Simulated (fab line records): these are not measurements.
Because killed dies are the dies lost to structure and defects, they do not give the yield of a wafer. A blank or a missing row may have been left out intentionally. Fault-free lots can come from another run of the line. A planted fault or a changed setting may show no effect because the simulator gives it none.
Chamber matching ; flow nandHarc ; NHARC_P_ZERO_WELL_ETCH_65 on rieDiel-08: 4 sister chambers
The step etches the open film in N2/H2, target depth 80 nm, overetch 24 nm, time 87.88 s. 8 wafers are shown with their chamber, then 8 later ones without.

## WAFERS WITH THEIR CHAMBER
wafer;chamber;drypumpMotorCurrentA (A);showerheadPlenumPTorr (Torr)
L076.3;0;5.6;2.01
L080.4;3;5.4;1.95
L081.2;2;6.1;1.92
L081.6;1;6.2;1.92
L086.1;2;6.1;1.91
L086.4;3;5.4;1.94
L086.5;1;6.2;1.92
L087.1;0;5.7;2.00

## WAFERS WITHOUT THEIR CHAMBER
wafer;drypumpMotorCurrentA (A);showerheadPlenumPTorr (Torr)
L087.2;6.3;1.92
L087.6;5.6;2.00
L090.2;5.4;1.94
L090.4;6.1;1.91
L090.5;5.6;2.00
L090.1;5.6;2.00
L090.3;6.1;1.91
L090.6;5.4;1.94

## WHICH CHAMBER EACH WENT THROUGH
wafer;from the rows above;in truth
L087.2;1;1
L087.6;0;0
L090.2;3;3
L090.4;2;2
L090.5;0;0
L090.1;0;0
L090.3;2;2
L090.6;3;3
Placed correctly: 8 of 8. Not placeable from these rows: 0. Placed wrongly: 0.
How it was worked out, from the rows above alone: a wafer's distance from a chamber is the root of the sum, over the readings, of the square of ((its reading less the chamber's mean) divided by the reading's scatter). If the next closest chamber is less than 2 further off than the closest, the wafer can't be placed; otherwise it belongs to the closest. Each chamber's mean is taken over the wafers shown for it. The scatter is the square root of a quotient: the sum, over the shown wafers, of each reading's squared deviation from its chamber's mean, divided by wafers minus chambers.
